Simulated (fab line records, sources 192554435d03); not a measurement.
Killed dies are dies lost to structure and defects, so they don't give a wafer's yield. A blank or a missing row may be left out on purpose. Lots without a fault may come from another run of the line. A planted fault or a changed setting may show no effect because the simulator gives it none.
One fault seen from 3 desks | flow n5_finfet | each desk has only its own numbers; what lay behind them comes last

THE DEFECT DESK
What the inspections along the route counted, lot by lot: means of the sampled wafers that have a number. A lot is out of limits, marked OUT, if its mean lies more than 4 standard deviations from the usual mean; the brackets give that distance.
Columns: A = raw_defect_count at N5_PASSIVATION_INSPECT_64, usual 2.1
lot  | first seen here | A
L129 | day 14 00:04    | 2.7
L133 | day 15 01:37    | 1.3
L137 | day 15 23:46    | 2.7
L138 | day 16 04:47    | 3.0
L141 | day 16 18:08    | 1.5
L149 | day 19 00:44    | 2.0
This desk's finding: nothing out of limits on any of the 6 lots.

THE TOOL OWNER'S DESK: pecvd-02
The tool's own readings at N5_PASSIVATION_PECVD_53 (deposits SiO2 from TEOS/O2, target thk 800 nm, time 169.4 s): means of the sampled wafers that have a number, for each lot that ran on this tool. A lot is out of limits, marked OUT, if its mean lies more than 4 standard deviations from the usual mean; the brackets give that distance.
Columns: A = run_length_s at N5_PASSIVATION_PECVD_53, usual 197.1 s
lot  | first seen here | A
L129 | day 14 01:21    | 197.7
L138 | day 16 05:56    | 179.8 (-30) OUT
L141 | day 16 19:25    | 179.3 (-31) OUT
L149 | day 19 02:18    | 197.3
This desk's finding: out of limits on L138, L141; first on L138, day 16 05:56 (run_length_s at N5_PASSIVATION_PECVD_53). In limits: L129, L149.

THE METROLOGY DESK
What the gauges read, lot by lot, whatever tool the lot ran on: means of the sampled wafers that have a number. A lot is out of limits, marked OUT, if its mean lies more than 4 standard deviations from the usual mean; the brackets give that distance.
Columns: A = cd_nm at N5_PASSIVATION_CD_MEAS_30, usual 4000.8 nm; B = PAD_OVL at N5_PASSIVATION_OVL_MEAS_63, usual 2 nm
lot  | first seen here | A      | B
L129 | day 14 00:01    | 4001.1 | -5
L133 | day 15 01:34    | 4001.3 | 9
L137 | day 15 23:42    | 3998.9 | 5
L138 | day 16 04:44    | 4001.1 | 4
L141 | day 16 18:04    | 3999.8 | -1
L149 | day 19 00:41    | 4001.5 | 7
This desk's finding: nothing out of limits on any of the 6 lots.

PUT TOGETHER
The tool owner's desk could have raised an alarm at day 16 05:56, on L138, L141.
The defect desk saw nothing out of limits.
The metrology desk saw nothing out of limits.
The defect desk has L138, L141 on record, within its limits.
The metrology desk has L138, L141 on record, within its limits.
Of the lots named, all ran N5_PASSIVATION_PECVD_53 on pecvd-02.

WHAT THE SIMULATOR HAD PUT IN
Process parameter drift: pecvd-02, from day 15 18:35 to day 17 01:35, at N5_PASSIVATION_PECVD_53. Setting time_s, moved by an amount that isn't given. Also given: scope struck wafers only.
Lots struck among those shown: L138, L141.
Hours from the fault's start to each desk's first reading out of limits: the tool owner's desk, 11.
